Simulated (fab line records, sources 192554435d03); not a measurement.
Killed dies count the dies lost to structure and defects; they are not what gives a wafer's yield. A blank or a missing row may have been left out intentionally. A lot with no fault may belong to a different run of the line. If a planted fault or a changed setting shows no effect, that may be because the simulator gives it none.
Chamber matching / flow n5-finfet / 4 sister chambers for N5_FIN_SAQP_ALD_61 on ald-sin-03
The step deposits SiO2, target thk 4 nm, pulse time 1 s, purge time 2 s. 8 wafers are shown with their chamber, then 7 later ones without.

## EACH WAFER AND ITS CHAMBER
wafer=L079.1; chamber=3; heater-power-w (W)=555; precursor-pulse-height-rel=1.015
wafer=L080.4; chamber=3; heater-power-w (W)=557; precursor-pulse-height-rel=1.018
wafer=L080.5; chamber=2; heater-power-w (W)=492; precursor-pulse-height-rel=1.014
wafer=L082.3; chamber=0; heater-power-w (W)=507; precursor-pulse-height-rel=1.019
wafer=L082.4; chamber=1; heater-power-w (W)=528; precursor-pulse-height-rel=1.005
wafer=L082.6; chamber=2; heater-power-w (W)=500; precursor-pulse-height-rel=1.027
wafer=L094.2; chamber=1; heater-power-w (W)=523; precursor-pulse-height-rel=1.002
wafer=L094.3; chamber=0; heater-power-w (W)=508; precursor-pulse-height-rel=0.979

## WAFERS WITHOUT THEIR CHAMBER
wafer=L094.4; heater-power-w (W)=581; precursor-pulse-height-rel=1.017
wafer=L095.3; heater-power-w (W)=522; precursor-pulse-height-rel=0.988
wafer=L095.5; heater-power-w (W)=566; precursor-pulse-height-rel=1.006
wafer=L095.6; heater-power-w (W)=511; precursor-pulse-height-rel=0.990
wafer=L096.3; heater-power-w (W)=504; precursor-pulse-height-rel=1.004
wafer=L096.4; heater-power-w (W)=527; precursor-pulse-height-rel=1.003
wafer=L096.5; heater-power-w (W)=524; precursor-pulse-height-rel=0.986

## WHICH CHAMBER EACH ONE RAN IN
wafer=L094.4; from the rows above=3; in truth=3
wafer=L095.3; from the rows above=1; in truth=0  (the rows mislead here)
wafer=L095.5; from the rows above=3; in truth=3
wafer=L095.6; from the rows above=0; in truth=0
wafer=L096.3; from the rows above=can't be placed: 0 or 2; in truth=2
wafer=L096.4; from the rows above=1; in truth=1
wafer=L096.5; from the rows above=1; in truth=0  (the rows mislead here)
Correctly placed: 4 of 7. Can't be placed from these rows: 1 (the true chamber is among the candidates in 1). Placed wrongly: 2.
How it was worked out, from the rows above alone: a wafer's distance from a chamber is the root of the sum, over the readings, of the square of ((its reading less the chamber's mean) divided by the reading's scatter). If the next closest chamber is less than 2 further off than the closest, the wafer can't be placed; otherwise it belongs to the closest. The mean given for a chamber averages the wafers shown for that chamber. The scatter: take each reading less its chamber's mean, square it, sum over the shown wafers, divide by the number of wafers less the number of chambers, and take the root.
